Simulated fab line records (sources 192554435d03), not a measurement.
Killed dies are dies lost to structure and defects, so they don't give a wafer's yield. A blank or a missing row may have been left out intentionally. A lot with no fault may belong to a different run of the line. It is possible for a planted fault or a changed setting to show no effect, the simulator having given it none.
A struck lot beside a sound one :: flow n5Finfet :: 13 out of 1938 route steps
Sound: wafers L859.3, L859.4, L859.5. Struck: wafer L844.1 (left out: L844.6, a lot-mate that was not struck); the cause follows at the end.
Each step with rows lists, per side, the tool, then ch with its chambers, then its first start. Under that, the readings that differ: sound wafers :: struck wafers :: difference of the means :: sigmas: that difference in standard deviations of wafers without a fault.
alike: readings with means less than 2 such deviations apart, plus words and numbers identical on both sides. not compared: withheld readings, readings lacking a value on some wafer, bounds such as >300 that could conceal the same value, and numbers that have no deviation in the record and whose values overlap.
Wherever a step has rows on one side only, a row that says differs or no value, or a row with sigmas, the two part there. Non-overlapping numbers with no deviation appear without sigmas and do not part them. Lack of a reading on every wafer of one side parts them only where that side has two or more wafers.

first, 9 steps without rows for these wafers: N5_HKMG_FIN_SOFTBAKE_07 (time 60 s); N5_HKMG_FIN_EXPOSE_09 (exposes mask NWFM, target cd 98 nm); N5_HKMG_FIN_PEB_10 (peb time 60 s); N5_HKMG_FIN_DEVELOP_11 (develop time 30 s); N5_HKMG_FIN_DESCUM_17 (chemistry O2, time 7.9 s); N5_HKMG_FIN_ETCH_31 (etches SiARC in CF4, target depth 45.5 nm, time 75.8 s); N5_HKMG_FIN_ETCH_32 (etches SOC in N2/H2, target depth 240 nm, time 300 s); N5_HKMG_FIN_STRIP_33 (strips in N2/H2); N5_HKMG_FIN_STRIP_34 (strips in CF4).
N5_HKMG_FIN_ETCH_35: etches SOC in N2/H2, target depth 215.8 nm, time 243.4 s.
  sound on rieDiel-01 ch 0,2, day 9 16:32; struck on rieDiel-01 ch 2, day 5 23:22
reading: runLengthS (s)
sound: 266.9 266.5 266.9
struck: 226.4
difference: -40.4
sigmas: -96

reading: model.HKMG_FIN.featureDepthNm (nm)
sound: 213.6 221 220.6
struck: 180.4
difference: -38.0
sigmas: 

reading: model.SOC_of_HKMG_FIN_COAT_29.thkNm (nm)
sound: 86.8 80.2 79.6
struck: 118.2
difference: +36.0
sigmas: 

reading: model.etch.depthNm (nm)
sound: 213.6 220.9 220.5
struck: 180.4
difference: -37.9
sigmas: 
  alike: drypumpMotorCurrentA, n2FlowSccm, oesProductAu, rfVppV, showerheadPlenumPTorr, throttleValvePct
  not compared: rfHoursCounterH
N5_HKMG_FIN_STRIP_92: strips SOC in N2/H2, time 20 s.
  sound on rieDiel-01 ch 0,2, day 9 16:41; struck on rieDiel-01 ch 2, day 5 23:31
reading: model.SOC_of_HKMG_FIN_COAT_29.thkNm (nm)
sound: 76.6 69.8 69.2
struck: 107.8
difference: +35.9
sigmas: 
  alike: biasPowerW, drypumpMotorCurrentA, n2FlowSccm, oesProductAu, rfVppV, showerheadPlenumPTorr, throttleValvePct
  not compared: rfHoursCounterH
then, 1 step without rows for these wafers: N5_HKMG_FIN_WET_ETCH_18 (etches TiN in SC1, time 55 s, target depth 5.2 nm, rinse time 30 s).
-- the record jumps here: 3 days lie between the struck wafers' starts before and after (it left off in module HKMG_FIN and takes up again in module BEOL_M4, whose first step shown is number 1111 of the route) --
N5_BEOL_M4_RC_MEAS_101:
  sound on prober-02 ch 0, day 13 18:20; struck on prober-01 ch 0, day 9 09:08
reading: DIBL_N (mV/V)
sound: 36.7 35.1 37.2
struck: 33.2
difference: -3.1
sigmas: -2

reading: DIBL_P (mV/V)
sound: 36.3 35.1 36.5
struck: 32.1
difference: -3.9
sigmas: -2

reading: IOFF_P (nA/um)
sound: 0.27 0.27 0.28
struck: 0.15
difference: -0.12
sigmas: -3

reading: ION_P (uA/um)
sound: 475 482 471
struck: 456
difference: -20
sigmas: -2

reading: VT_P (mV)
sound: -244 -242 -243
struck: -255
difference: -12
sigmas: -3
  alike: IOFF_N, ION_N, SS_N, SS_P, VT_N

## WHERE THEY PART
At N5_HKMG_FIN_ETCH_35 first; at N5_BEOL_M4_RC_MEAS_101 last (within this record only).

WHY: whatever the simulator had introduced
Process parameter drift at N5_HKMG_FIN_ETCH_35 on rieDiel-01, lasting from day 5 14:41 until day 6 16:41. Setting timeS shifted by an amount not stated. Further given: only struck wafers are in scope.
